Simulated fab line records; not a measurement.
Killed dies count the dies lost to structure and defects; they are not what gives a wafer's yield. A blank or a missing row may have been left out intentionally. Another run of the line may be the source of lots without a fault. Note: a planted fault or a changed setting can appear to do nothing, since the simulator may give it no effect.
fab line records / flow n5-finfet
record: lots: 4 wafers: 12 last-day: 17
route steps=1938 shown BEOL_M4@1099 BEOL_M5@1112 PASSIVATION@1936
lots that met no fault: from a run of the same line without faults
start-h: hours from the record's opening day to when the first of the lot's shown wafers began / wait-h: time in hours since the lot's previous step / " identical to the entry in the row above / L1.1+2: a single row standing in for several wafers / - no value, or no start given / * or withheld: withheld / < > ~ a bound
route shown NAME@n: a module of which the file shows steps, and the number in the route of the first / usual: mean/standard deviation taken from wafers without a fault / same: alike in all rows / chamber/n: place in a boat / sites: readings site by site / _std_site: standard deviation across them / _edge_site: inner sites' mean taken away from outer sites' mean / radius-mm: for every site, how far away it sits from the centre of the wafer / mask NAME#n: copy n / behind: the tool/chamber that last shaped the wafer / hold: cause of the lot's hold/its duration in hours/its outcome / device: which transistor (n, p or np) failed to switch / end of line: the same wafers' tests at the end of the route / step lacking rows: just its recipe / killed: dies lost to structure and defects at the first sort, not the wafer's yield / map: a wafer's dies, x killed, . not, _ none there
set.NAME: the run value of the setting; set.NAME@STEP: its run value at that earlier step / model.NAME: the simulator's own value behind a step, which no gauge read
a table for each step, a row for each wafer; lots at some steps of the route
services: from which hour (start-h, from the record's first day; less than 0 if before it) a tool's chamber was out of use, for how many hours, and why
== steps ==
step: N5_BEOL_M4_ANNEAL_95
recipe: temp-c: 400 time-s: 240 ambient: vacuum
step: N5_BEOL_M4_SPUTTER_96
recipe: material: Cu target-thk-a: 45 temp-c: -20 chamber-pressure-pa: 0.07 power-w: withheld time-s: 8.29
step: N5_BEOL_M4_ECD_50
recipe: material: Cu target-thk-a: 3000
step: N5_BEOL_M4_ANNEAL_51
recipe: temp-c: 225 time-s: 90 ambient: N2
step: N5_BEOL_M4_CMP_52
recipe: stop-on: SiOC t-overpolish-s: 6.8 down-force-psi: 1 platen-rpm: 50 clearing-platen-down-force-psi: 1.5 clearing-platen-rpm: 50 post-cmp-clean: cu-alkaline target-thk-nm: 40 clearing-platen-pad-velocity-m-s: 0.99484 pad-velocity-m-s: 0.99484
step: N5_BEOL_M4_PRE_CLEAN_60
recipe: gas: NH3/H2 time-s: 15 temp-c: * rf-power-w: 300
step: N5_BEOL_M4_CO_CAP_55
recipe: material: Co target-thk-a: 20 temp-c: 200 precursor: CCTBA/H2 pressure-torr: 30 time-s: 102.1
step: N5_BEOL_M4_PRE_CLEAN_56
recipe: gas: NH3 time-s: 15 temp-c: withheld rf-power-w: 300
step: N5_BEOL_M4_DEP_57
recipe: material: SiCN target-thk-a: 80 temp-c: withheld precursor: 3MS/NH3 pressure-torr: 3 rf-w: 202 time-s: 14
step: N5_BEOL_M4_RC_MEAS_101
usual: DIBL_N: 37.0/1.7 DIBL_P: 36.7/2 IOFF_N: 0.17/0.035 IOFF_P: 0.22/0.035 ION_N: 672/12 ION_P: 461/7.5 SS_N: 71.6/0.67 SS_P: 73.4/0.64 VT_N: 250/3.5 VT_P: -250/3.5
lot.wafer=L776.2 tool=prober-01 chamber=0 start-h=169.06 wait-h=0.2 DIBL_N[mV/V]=36.6 DIBL_P[mV/V]=36.5 IOFF_N[nA/um]=0.17 IOFF_P[nA/um]=0.27 ION_N[uA/um]=679 ION_P[uA/um]=468 SS_N[mV/dec]=71.9 SS_P[mV/dec]=73.0 VT_N[mV]=251 VT_P[mV]=-240
lot.wafer=L776.4 tool=prober-01 chamber=0 start-h=169.06 wait-h=0.2 DIBL_N[mV/V]=36.4 DIBL_P[mV/V]=34.7 IOFF_N[nA/um]=0.15 IOFF_P[nA/um]=0.23 ION_N[uA/um]=674 ION_P[uA/um]=467 SS_N[mV/dec]=71.8 SS_P[mV/dec]=73.6 VT_N[mV]=250 VT_P[mV]=-244
lot.wafer=L776.5 tool=prober-01 chamber=0 start-h=169.06 wait-h=0.2 DIBL_N[mV/V]=36.4 DIBL_P[mV/V]=35.1 IOFF_N[nA/um]=0.17 IOFF_P[nA/um]=0.24 ION_N[uA/um]=673 ION_P[uA/um]=467 SS_N[mV/dec]=71.2 SS_P[mV/dec]=72.9 VT_N[mV]=251 VT_P[mV]=-242
lot.wafer=L783.2 tool=prober-02 chamber=0 start-h=216.16 wait-h=0.2 DIBL_N[mV/V]=38.0 DIBL_P[mV/V]=38.1 IOFF_N[nA/um]=0.19 IOFF_P[nA/um]=0.24 ION_N[uA/um]=674 ION_P[uA/um]=454 SS_N[mV/dec]=72.5 SS_P[mV/dec]=73.4 VT_N[mV]=247 VT_P[mV]=-248
lot.wafer=L783.3 tool=prober-02 chamber=0 start-h=216.16 wait-h=0.2 DIBL_N[mV/V]=34.9 DIBL_P[mV/V]=33.9 IOFF_N[nA/um]=0.13 IOFF_P[nA/um]=0.18 ION_N[uA/um]=668 ION_P[uA/um]=454 SS_N[mV/dec]=71.3 SS_P[mV/dec]=72.9 VT_N[mV]=256 VT_P[mV]=-254
lot.wafer=L783.6 tool=prober-02 chamber=0 start-h=216.16 wait-h=0.2 DIBL_N[mV/V]=36.8 DIBL_P[mV/V]=36.7 IOFF_N[nA/um]=0.16 IOFF_P[nA/um]=0.21 ION_N[uA/um]=677 ION_P[uA/um]=461 SS_N[mV/dec]=71.5 SS_P[mV/dec]=73.6 VT_N[mV]=248 VT_P[mV]=-250
lot.wafer=L786.2 tool=prober-01 chamber=0 start-h=237.56 wait-h=0.2 DIBL_N[mV/V]=37.8 DIBL_P[mV/V]=37.0 IOFF_N[nA/um]=0.19 IOFF_P[nA/um]=0.27 ION_N[uA/um]=684 ION_P[uA/um]=471 SS_N[mV/dec]=71.0 SS_P[mV/dec]=73.5 VT_N[mV]=246 VT_P[mV]=-244
lot.wafer=L786.3 tool=prober-01 chamber=0 start-h=237.56 wait-h=0.2 DIBL_N[mV/V]=39.2 DIBL_P[mV/V]=37.5 IOFF_N[nA/um]=0.21 IOFF_P[nA/um]=0.27 ION_N[uA/um]=680 ION_P[uA/um]=464 SS_N[mV/dec]=71.5 SS_P[mV/dec]=73.8 VT_N[mV]=245 VT_P[mV]=-245
lot.wafer=L786.6 tool=prober-01 chamber=0 start-h=237.56 wait-h=0.2 DIBL_N[mV/V]=36.8 DIBL_P[mV/V]=36.7 IOFF_N[nA/um]=0.18 IOFF_P[nA/um]=0.27 ION_N[uA/um]=685 ION_P[uA/um]=476 SS_N[mV/dec]=71.0 SS_P[mV/dec]=73.5 VT_N[mV]=246 VT_P[mV]=-244
lot.wafer=L795.3 tool=prober-01 chamber=0 start-h=300.52 wait-h=0.3 DIBL_N[mV/V]=37.0 DIBL_P[mV/V]=35.4 IOFF_N[nA/um]=0.15 IOFF_P[nA/um]=0.20 ION_N[uA/um]=657 ION_P[uA/um]=453 SS_N[mV/dec]=72.2 SS_P[mV/dec]=72.5 VT_N[mV]=253 VT_P[mV]=-251
lot.wafer=L795.5 tool=prober-01 chamber=0 start-h=300.52 wait-h=0.3 DIBL_N[mV/V]=37.8 DIBL_P[mV/V]=37.5 IOFF_N[nA/um]=0.17 IOFF_P[nA/um]=0.24 ION_N[uA/um]=674 ION_P[uA/um]=470 SS_N[mV/dec]=71.9 SS_P[mV/dec]=73.4 VT_N[mV]=247 VT_P[mV]=-248
lot.wafer=L795.6 tool=prober-01 chamber=0 start-h=300.52 wait-h=0.3 DIBL_N[mV/V]=37.2 DIBL_P[mV/V]=35.4 IOFF_N[nA/um]=0.15 IOFF_P[nA/um]=0.21 ION_N[uA/um]=646 ION_P[uA/um]=448 SS_N[mV/dec]=72.3 SS_P[mV/dec]=72.8 VT_N[mV]=255 VT_P[mV]=-250
step: N5_BEOL_M5_ILD_DEP_00
recipe: material: SiCOH_lowk target-thk-a: 1406.4 temp-c: 300 precursor: DEMS/porogen pressure-torr: 5 rf-w: 500 time-s: 25.9
step: N5_BEOL_M5_CURE_79
recipe: temp-c: 385 time-s: 240 ambient: He/Ar material: SiCOH_lowk
step: N5_BEOL_M5_PECVD_70
recipe: material: SiO2 target-thk-a: 160 temp-c: 400 precursor: TEOS/O2 pressure-torr: 5.5 rf-w: 450 teos-flow-sccm: 53.8 gas: O2 flow-sccm: 3000 time-s: 18
step: N5_BEOL_M5_HM_DEP_02
recipe: material: TiN target-thk-a: 200 temp-c: 25 chamber-pressure-pa: 0.49996
step: N5_BEOL_M5_COAT_59
recipe: resist: SOC temp-c: 250 time-s: 60 spin-rpm: 1500 resist-thk-nm: 60
step: N5_BEOL_M5_COAT_60
recipe: resist: SiARC temp-c: 220 time-s: 60 spin-rpm: 1500 resist-thk-nm: 12
step: N5_BEOL_M5_COAT_71
recipe: resist: underlayer temp-c: 205 time-s: 60 spin-rpm: 1500 resist-thk-nm: 5
step: N5_BEOL_M5_COAT_05
recipe: resist: CAR-EUV spin-rpm: 1500 resist-thk-nm: 30
step: N5_BEOL_M5_EBR_07
recipe: solvent: PGMEA ebr-width-mm: 1.5
step: N5_BEOL_M5_SOFTBAKE_06
recipe: temp-c: 110 time-s: 60 resist: CAR-EUV
step: N5_BEOL_M5_EXPOSE_08
recipe: mask-id: M5 na: 0.33 source-shape: annular sigma-inner: 0.4 sigma-outer: 0.8 polarization: unpolarized target-cd-nm: 28 dose-mj: 35.75
step: N5_BEOL_M5_PEB_09
recipe: peb-temp-c: 100 peb-time-s: 60 resist: CAR-EUV
step: N5_BEOL_M5_DEVELOP_10
recipe: develop-time-s: 30 developer: TMAH resist: CAR-EUV rinse-liquid: surfactant-rinse dry: air-spin dev-temp-c: 23
step: N5_BEOL_M5_DESCUM_16
recipe: chemistry: O2 time-s: 7 source-power-w: 50 bias-power-w: 20 pressure-mtorr: 20 rf-frequency-hz: 2.712e+07 temp-c: 40 resist: CAR-EUV o2-flow-sccm: 225
step: N5_BEOL_M5_ETCH_72
recipe: chemistry: N2/H2 target: underlayer target-depth-a: 65 mask-material: CAR-EUV time-s: 5.2 ion-energy-ev: 200 pressure-mtorr: 30 source-w: 840 bias-w: 150 n2-flow-sccm: 200 h2-flow-sccm: 200 ends: cleared
step: N5_BEOL_M5_ETCH_61
recipe: chemistry: CF4 target: SiARC target-depth-a: 156 mask-material: CAR-EUV time-s: 26 ion-energy-ev: 80 pressure-mtorr: 40 source-w: 545 bias-w: 36 Ar_flow_sccm: 100 cf4-flow-sccm: 100 ends: cleared
step: N5_BEOL_M5_ETCH_62
recipe: chemistry: N2/H2 target: SOC target-depth-a: 750 overetch-a: 150 mask-material: SiARC temp-c: 40 time-s: 112.5 ion-energy-ev: 200 pressure-mtorr: 30 source-w: 840 bias-w: 150 n2-flow-sccm: 200 h2-flow-sccm: 200
step: N5_BEOL_M5_STRIP_63
recipe: chemistry: N2/H2 temp-c: 40 n2-flow-sccm: 200 h2-flow-sccm: 200 rf-frequency-hz: 6e+07
step: N5_BEOL_M5_STRIP_73
recipe: chemistry: N2/H2 temp-c: 40 n2-flow-sccm: 200 h2-flow-sccm: 200 rf-frequency-hz: 6e+07
step: N5_BEOL_M5_STRIP_64
recipe: chemistry: CF4 resist: SiARC power-w: 300 bias-power-w: 75 pressure-mtorr: 50 cf4-flow-sccm: 150 rf-frequency-hz: 6e+07
step: N5_BEOL_M5_HM_OPEN_17
recipe: chemistry: Cl2/BCl3 target-depth-a: 200 overetch-a: 60 target: TiN mask-material: SOC ion-energy-ev: 150 pressure-mtorr: 10 icp-w: 1000 bias-w: 126 Cl2_flow_sccm: 53.25 bcl3-flow-sccm: 21.75 Ar_flow_sccm: 25
step: N5_BEOL_M5_STRIP_19
recipe: chemistry: O2 power-w: 400 temp-c: 40 pressure-mtorr: 30 rf-frequency-hz: 6e+07 bias-power-w: 0 overash-fraction: 0.2 o2-flow-sccm: 225
step: N5_BEOL_M5_COAT_65
recipe: resist: SOC temp-c: 250 time-s: 60 spin-rpm: 1500 resist-thk-nm: 60
step: N5_BEOL_M5_COAT_66
recipe: resist: SiARC temp-c: 220 time-s: 60 spin-rpm: 1500 resist-thk-nm: 12
step: N5_BEOL_M5_VIA_ETCH_34
recipe: chemistry: C4F6/O2 target: SiCOH_lowk target-depth-a: 883 mask-material: SOC taper-deg: 4 time-s: 39.2 ion-energy-ev: 250 pressure-mtorr: 30 source-w: 345 bias-w: 185 Ar_flow_sccm: 300 C4F6_flow_sccm: 10 O2_flow_sccm: 10
usual: C4F6_flow_sccm: 10.00/0.033 chamber-pressure-mTorr: 29.999/0.03 drypump-motor-current-A: 5.6/0.35 oes-product-au: 0.77/0.07 rf-vpp-V: 662/12 showerhead-plenum-p-Torr: 2.84/0.08 throttle-valve-pct: 20.83/0.2
lot.wafer=L776.2 tool=rie-diel-04 chamber=3 start-h=175.06 wait-h=0.0 C4F6_flow_sccm=9.99 chamber-pressure-mTorr=30.026 drypump-motor-current-A=5.3 oes-product-au=0.74 rf-hours-counter-h=166 rf-vpp-V=687 showerhead-plenum-p-Torr=2.94 throttle-valve-pct=20.77 model.etch.depth-nm=86.17 model.SOC_of_BEOL_M5_COAT_65.thk-nm=56
lot.wafer=L776.4 tool=rie-diel-04 chamber=0 start-h=175.06 wait-h=0.0 C4F6_flow_sccm=10.00 chamber-pressure-mTorr=30.040 drypump-motor-current-A=5.9 oes-product-au=0.69 rf-hours-counter-h=213 rf-vpp-V=655 showerhead-plenum-p-Torr=2.82 throttle-valve-pct=20.74 model.etch.depth-nm=84.57 model.SOC_of_BEOL_M5_COAT_65.thk-nm=56.2
lot.wafer=L776.5 tool=rie-diel-04 chamber=0 start-h=175.06 wait-h=0.0 C4F6_flow_sccm=10.03 chamber-pressure-mTorr=30.012 drypump-motor-current-A=5.9 oes-product-au=0.69 rf-hours-counter-h=- rf-vpp-V=654 showerhead-plenum-p-Torr=2.82 throttle-valve-pct=20.73 model.etch.depth-nm=84.67 model.SOC_of_BEOL_M5_COAT_65.thk-nm=56
lot.wafer=L783.2 tool=rie-diel-04 chamber=0 start-h=221.88 wait-h=0.0 C4F6_flow_sccm=10.05 chamber-pressure-mTorr=30.036 drypump-motor-current-A=5.9 oes-product-au=0.69 rf-hours-counter-h=228 rf-vpp-V=654 showerhead-plenum-p-Torr=2.81 throttle-valve-pct=20.77 model.etch.depth-nm=85.58 model.SOC_of_BEOL_M5_COAT_65.thk-nm=55.8
lot.wafer=L783.3 tool=rie-diel-04 chamber=1 start-h=221.88 wait-h=0.0 C4F6_flow_sccm=10.00 chamber-pressure-mTorr=30.056 drypump-motor-current-A=5.8 oes-product-au=0.62 rf-hours-counter-h=104 rf-vpp-V=675 showerhead-plenum-p-Torr=2.75 throttle-valve-pct=20.58 model.etch.depth-nm=54.08 model.SOC_of_BEOL_M5_COAT_65.thk-nm=57.2
lot.wafer=L783.6 tool=rie-diel-04 chamber=1 start-h=221.88 wait-h=0.0 C4F6_flow_sccm=9.96 chamber-pressure-mTorr=30.031 drypump-motor-current-A=5.8 oes-product-au=0.80 rf-hours-counter-h=- rf-vpp-V=676 showerhead-plenum-p-Torr=2.75 throttle-valve-pct=20.61 model.etch.depth-nm=85.92 model.SOC_of_BEOL_M5_COAT_65.thk-nm=55.8
lot.wafer=L786.2 tool=rie-diel-04 chamber=2 start-h=241.48 wait-h=0.0 C4F6_flow_sccm=9.98 chamber-pressure-mTorr=30.003 drypump-motor-current-A=6.1 oes-product-au=0.72 rf-hours-counter-h=177 rf-vpp-V=657 showerhead-plenum-p-Torr=2.94 throttle-valve-pct=20.71 model.etch.depth-nm=87.44 model.SOC_of_BEOL_M5_COAT_65.thk-nm=56
lot.wafer=L786.3 tool=rie-diel-04 chamber=1 start-h=241.48 wait-h=0.0 C4F6_flow_sccm=9.99 chamber-pressure-mTorr=29.992 drypump-motor-current-A=5.8 oes-product-au=0.61 rf-hours-counter-h=108 rf-vpp-V=675 showerhead-plenum-p-Torr=2.74 throttle-valve-pct=20.57 model.etch.depth-nm=54.05 model.SOC_of_BEOL_M5_COAT_65.thk-nm=57.4
lot.wafer=L786.6 tool=rie-diel-04 chamber=2 start-h=241.48 wait-h=0.0 C4F6_flow_sccm=9.95 chamber-pressure-mTorr=30.006 drypump-motor-current-A=6.1 oes-product-au=0.71 rf-hours-counter-h=- rf-vpp-V=656 showerhead-plenum-p-Torr=2.94 throttle-valve-pct=20.72 model.etch.depth-nm=87.34 model.SOC_of_BEOL_M5_COAT_65.thk-nm=55.8
lot.wafer=L795.3 tool=rie-diel-06 chamber=3 start-h=304.81 wait-h=0.0 C4F6_flow_sccm=10.00 chamber-pressure-mTorr=29.946 drypump-motor-current-A=5.5 oes-product-au=0.72 rf-hours-counter-h=218 rf-vpp-V=655 showerhead-plenum-p-Torr=2.71 throttle-valve-pct=21.20 model.etch.depth-nm=88.35 model.SOC_of_BEOL_M5_COAT_65.thk-nm=55.8
lot.wafer=L795.5 tool=rie-diel-06 chamber=3 start-h=304.81 wait-h=0.0 C4F6_flow_sccm=10.04 chamber-pressure-mTorr=30.003 drypump-motor-current-A=5.5 oes-product-au=0.71 rf-hours-counter-h=- rf-vpp-V=653 showerhead-plenum-p-Torr=2.71 throttle-valve-pct=21.22 model.etch.depth-nm=88.33 model.SOC_of_BEOL_M5_COAT_65.thk-nm=56
lot.wafer=L795.6 tool=rie-diel-06 chamber=2 start-h=304.81 wait-h=0.0 C4F6_flow_sccm=10.00 chamber-pressure-mTorr=29.982 drypump-motor-current-A=6.0 oes-product-au=0.80 rf-hours-counter-h=- rf-vpp-V=663 showerhead-plenum-p-Torr=2.76 throttle-valve-pct=20.90 model.etch.depth-nm=87.06 model.SOC_of_BEOL_M5_COAT_65.thk-nm=55.8
step: N5_PASSIVATION_PROBE_49
usual: defect-limited-yield: 91.1/1.3 killed_at_M0_to_M3: 35/11 killed_at_M4_up: 13/5.4 killed-at-contacts: 14/6.5 killed-at-front-end: 41/11 killed-at-other: 4/3.1 killed-dies: 106/15 killed-on-rim: 14/3.7 killed-open: 69/12 killed-short: 35/7 sort_bin_5_function: 5.2/0.86 sort_bin_6_memory: 3.4/0.64 sort-n-pass: 1074/15 sort-yield-pct: 91.0/1.3
same: gross-dies: 1180 killed-at-back-side: 0 sort_bin_4_leakage[%]: 0 sort_bin_8_speed[%]: 0
lot.wafer=L783.2 tool=prober-02 chamber=- start-h=314.50 wait-h=0.1 defect-limited-yield[%]=93.1 killed_at_M0_to_M3=28 killed_at_M4_up=16 killed-at-contacts=7 killed-at-front-end=28 killed-at-other=3 killed-dies=82 killed-on-rim=16 killed-open=56 killed-short=23 sort_bin_5_function[%]=4.4 sort_bin_6_memory[%]=2.4 sort-n-pass=1098 sort-yield-pct[%]=93.1
lot.wafer=L783.3 tool=prober-02 chamber=- start-h=314.55 wait-h=0.1 defect-limited-yield[%]=0.1 killed_at_M0_to_M3=39 killed_at_M4_up=1107 killed-at-contacts=10 killed-at-front-end=21 killed-at-other=2 killed-dies=1179 killed-on-rim=151 killed-open=52 killed-short=26 sort_bin_5_function[%]=97.2 sort_bin_6_memory[%]=2.4 sort-n-pass=1 sort-yield-pct[%]=0.1
lot.wafer=L783.6 tool=prober-02 chamber=- start-h=314.70 wait-h=0.3 defect-limited-yield[%]=91.4 killed_at_M0_to_M3=52 killed_at_M4_up=13 killed-at-contacts=9 killed-at-front-end=28 killed-at-other=0 killed-dies=102 killed-on-rim=13 killed-open=66 killed-short=31 sort_bin_5_function[%]=5.7 sort_bin_6_memory[%]=2.7 sort-n-pass=1078 sort-yield-pct[%]=91.4
lot.wafer=L786.3 tool=prober-02 chamber=- start-h=324.72 wait-h=0.1 defect-limited-yield[%]=0 killed_at_M0_to_M3=25 killed_at_M4_up=1076 killed-at-contacts=23 killed-at-front-end=50 killed-at-other=6 killed-dies=1180 killed-on-rim=152 killed-open=75 killed-short=38 sort_bin_5_function[%]=96.2 sort_bin_6_memory[%]=3.6 sort-n-pass=0 sort-yield-pct[%]=0
killed by level:class
L783.2 STI_FIN_REVEAL:geometric-particle:open=8 BEOL_M1:geometric-particle:open=8 BEOL_M3:geometric-particle:open=8 MOL_CONTACT_COAG:geometric-particle:open=7 BEOL_M4:geometric-particle:open=7 FIN_SAQP:geometric-particle:short=4 DUMMY_GATE:geometric-particle:open=3 ILD0:geometric-particle:short=3
L783.3 BEOL_M5:area-etch=1099 BEOL_M3:geometric-particle:open=10 BEOL_M0_SAQP:geometric-particle:open=8 MOL_CONTACT_COAG:geometric-particle:open=7 BEOL_M0_SAQP:geometric-particle:short=7 GATE_CUT:geometric-particle:short=6 BEOL_M1:geometric-particle:open=5 BEOL_M2:geometric-particle:open=5
L783.6 BEOL_M3:geometric-particle:open=14 BEOL_M0_SAQP:geometric-particle:open=10 BEOL_M1:geometric-particle:open=9 MOL_CONTACT_COAG:geometric-particle:open=8 BEOL_M0_SAQP:geometric-particle:short=8 FIN_SAQP:geometric-particle:short=6 GATE_CUT:geometric-particle:open=5 STI_FIN_REVEAL:geometric-particle:open=4
L786.3 BEOL_M5:area-etch=1066 MOL_CONTACT_COAG:geometric-particle:open=15 STI_FIN_REVEAL:geometric-particle:open=11 FIN_SAQP:geometric-particle:open=8 MOL_CONTACT_COAG:geometric-particle:short=8 GATE_CUT:geometric-particle:open=7 BEOL_M0_SAQP:geometric-particle:short=7 BEOL_M4:geometric-particle:open=5
map L783.3 (x killed, . not)
_________________xxxxxxxxxxxx________________
______________xxxxxxxxxxxxxxxxxx_____________
___________xxxxxxxxxxxxxxxxxxxxxxxx__________
__________xxxxxxxxxxxxxxxxxxxxxxxxxx_________
________xxxxxxxxxxxxxxxxxxxxxxxxxxxxxx_______
_______xxxxxxxxxxxxxxxxxxxxxxxxxxxxxxxx______
______xxxxxxxxxxxxxxxxxxxxxxxxxxxxxxxxxx_____
_____xxxxxxxxxxxxxxxxxxxxxxxxxxxxxxxxxxxx____
____xxxxxxxxxxxxxxxxxxxxxxxxxxxxxxxxxxxxxx___
___xxxxxxxxxxxxxxxxxxxxxxxxxxxxxxxxxxxxxxxx__
___xxxxxxxxxxxxxxxxxxxxxxxxxxxxxxxxxxxxxxxx__
__xxxxxxxxxxxxxxxxxxxxxxxxxxxxxxxxxxxxxxxxxx_
__xxxxxxxxxxxxxxxxxxxxxxxxxxxxxxxxxxxxxxxxxx_
_xxxxxxxxxxxxxxxxxxxxxxxxxxxxxxxxxxxxxxxxxxxx
_xxxxxxxxxxxxxxxxxxxxxxxxxxxxxxxxxxxxxxxxxxxx
_xxxxxxxxxxxxxxxxxxxxxxxxxxxxxxxxxxxxxxxxxxxx
_xxxxxxxxxxxxxxxxxxxxxxxxxxxxxxxxxxxxxxxxxxxx
_xxxxxxxxxxxxxxxxxxxxxxxxxxxxxxxxxxxxxxxxxxxx
_xxxxxxxxxxxxxxxxxxxxxxxxxxxxxxxxxxxxxxxxxxxx
_xxxxxxxxxxxxxxxxxxxxxxxxxxxxxxxxxxxxxxxxxxxx
_x.xxxxxxxxxxxxxxxxxxxxxxxxxxxxxxxxxxxxxxxxxx
__xxxxxxxxxxxxxxxxxxxxxxxxxxxxxxxxxxxxxxxxxx_
__xxxxxxxxxxxxxxxxxxxxxxxxxxxxxxxxxxxxxxxxxx_
___xxxxxxxxxxxxxxxxxxxxxxxxxxxxxxxxxxxxxxxx__
___xxxxxxxxxxxxxxxxxxxxxxxxxxxxxxxxxxxxxxxx__
____xxxxxxxxxxxxxxxxxxxxxxxxxxxxxxxxxxxxxx___
_____xxxxxxxxxxxxxxxxxxxxxxxxxxxxxxxxxxxx____
______xxxxxxxxxxxxxxxxxxxxxxxxxxxxxxxxxx_____
_______xxxxxxxxxxxxxxxxxxxxxxxxxxxxxxxx______
________xxxxxxxxxxxxxxxxxxxxxxxxxxxxxx_______
__________xxxxxxxxxxxxxxxxxxxxxxxxxx_________
___________xxxxxxxxxxxxxxxxxxxxxxxx__________
______________xxxxxxxxxxxxxxxxxx_____________
_________________xxxxxxxxxxxx________________
map L786.3 (x killed, . not)
_________________xxxxxxxxxxxx________________
______________xxxxxxxxxxxxxxxxxx_____________
___________xxxxxxxxxxxxxxxxxxxxxxxx__________
__________xxxxxxxxxxxxxxxxxxxxxxxxxx_________
________xxxxxxxxxxxxxxxxxxxxxxxxxxxxxx_______
_______xxxxxxxxxxxxxxxxxxxxxxxxxxxxxxxx______
______xxxxxxxxxxxxxxxxxxxxxxxxxxxxxxxxxx_____
_____xxxxxxxxxxxxxxxxxxxxxxxxxxxxxxxxxxxx____
____xxxxxxxxxxxxxxxxxxxxxxxxxxxxxxxxxxxxxx___
___xxxxxxxxxxxxxxxxxxxxxxxxxxxxxxxxxxxxxxxx__
___xxxxxxxxxxxxxxxxxxxxxxxxxxxxxxxxxxxxxxxx__
__xxxxxxxxxxxxxxxxxxxxxxxxxxxxxxxxxxxxxxxxxx_
__xxxxxxxxxxxxxxxxxxxxxxxxxxxxxxxxxxxxxxxxxx_
_xxxxxxxxxxxxxxxxxxxxxxxxxxxxxxxxxxxxxxxxxxxx
_xxxxxxxxxxxxxxxxxxxxxxxxxxxxxxxxxxxxxxxxxxxx
_xxxxxxxxxxxxxxxxxxxxxxxxxxxxxxxxxxxxxxxxxxxx
_xxxxxxxxxxxxxxxxxxxxxxxxxxxxxxxxxxxxxxxxxxxx
_xxxxxxxxxxxxxxxxxxxxxxxxxxxxxxxxxxxxxxxxxxxx
_xxxxxxxxxxxxxxxxxxxxxxxxxxxxxxxxxxxxxxxxxxxx
_xxxxxxxxxxxxxxxxxxxxxxxxxxxxxxxxxxxxxxxxxxxx
_xxxxxxxxxxxxxxxxxxxxxxxxxxxxxxxxxxxxxxxxxxxx
__xxxxxxxxxxxxxxxxxxxxxxxxxxxxxxxxxxxxxxxxxx_
__xxxxxxxxxxxxxxxxxxxxxxxxxxxxxxxxxxxxxxxxxx_
___xxxxxxxxxxxxxxxxxxxxxxxxxxxxxxxxxxxxxxxx__
___xxxxxxxxxxxxxxxxxxxxxxxxxxxxxxxxxxxxxxxx__
____xxxxxxxxxxxxxxxxxxxxxxxxxxxxxxxxxxxxxx___
_____xxxxxxxxxxxxxxxxxxxxxxxxxxxxxxxxxxxx____
______xxxxxxxxxxxxxxxxxxxxxxxxxxxxxxxxxx_____
_______xxxxxxxxxxxxxxxxxxxxxxxxxxxxxxxx______
________xxxxxxxxxxxxxxxxxxxxxxxxxxxxxx_______
__________xxxxxxxxxxxxxxxxxxxxxxxxxx_________
___________xxxxxxxxxxxxxxxxxxxxxxxx__________
______________xxxxxxxxxxxxxxxxxx_____________
_________________xxxxxxxxxxxx________________
== services ==
tool=rie-diel-04 chamber=1 start-h=156.15 hours=5.6 kind=repair
tool=rie-diel-06 chamber=- start-h=201.04 hours=0.4 kind=repair
tool=rie-diel-04 chamber=2 start-h=210.52 hours=4.3 kind=repair
tool=rie-diel-04 chamber=0 start-h=233.13 hours=1.3 kind=repair
tool=rie-diel-06 chamber=3 start-h=237.11 hours=10.1 kind=repair
tool=rie-diel-06 chamber=0 start-h=256.68 hours=- kind=clean
tool=rie-diel-06 chamber=0 start-h=256.68 hours=- kind=consumable-replace:focus-ring
tool=rie-diel-06 chamber=0 start-h=256.68 hours=16.4 kind=scheduled-down
tool=rie-diel-06 chamber=0 start-h=256.68 hours=16.4 kind=vent-cycle
tool=rie-diel-06 chamber=2 start-h=293.86 hours=4.5 kind=repair
tool=rie-diel-06 chamber=3 start-h=298.24 hours=2.1 kind=repair
tool=rie-diel-04 chamber=0 start-h=299.28 hours=- kind=clean
tool=rie-diel-04 chamber=0 start-h=299.28 hours=- kind=consumable-replace:focus-ring
tool=rie-diel-04 chamber=0 start-h=299.28 hours=33.5 kind=scheduled-down
tool=rie-diel-04 chamber=0 start-h=299.28 hours=33.5 kind=vent-cycle
== key ==
first-sign: step: N5_PASSIVATION_PROBE_49 reading: killed_at_M4_up direction: up sigmas: 99+ usual: 13 struck: 1092
effect: step: N5_PASSIVATION_PROBE_49 reading: sort_bin_5_function direction: up sigmas: 99+ usual: 5.2 struck: 96.7
model-effect: step: N5_BEOL_M5_VIA_ETCH_34 value: etch.depth-nm without: 86.35 struck: 54.07
more-kills-born-at: N5_BEOL_M5_VIA_ETCH_34@rie-diel-04: 2165
met-at N5_BEOL_M5_VIA_ETCH_34
struck-wafers L783.3,L786.3
later-rows-left-out L783.3,L786.3
onset-between 175.06 221.88
fault: kind: process-parameter-drift tool: rie-diel-04 chamber: - onset-h: 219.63 steps: N5_BEOL_M5_VIA_ETCH_34 channel: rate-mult offset: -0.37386 shape: step end-h: 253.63 scope: struck-wafers-only
later-rows-left-out: the simulator's readings of these wafers behind a module that went badly wrong aren't trusted and aren't shown, but for the sort
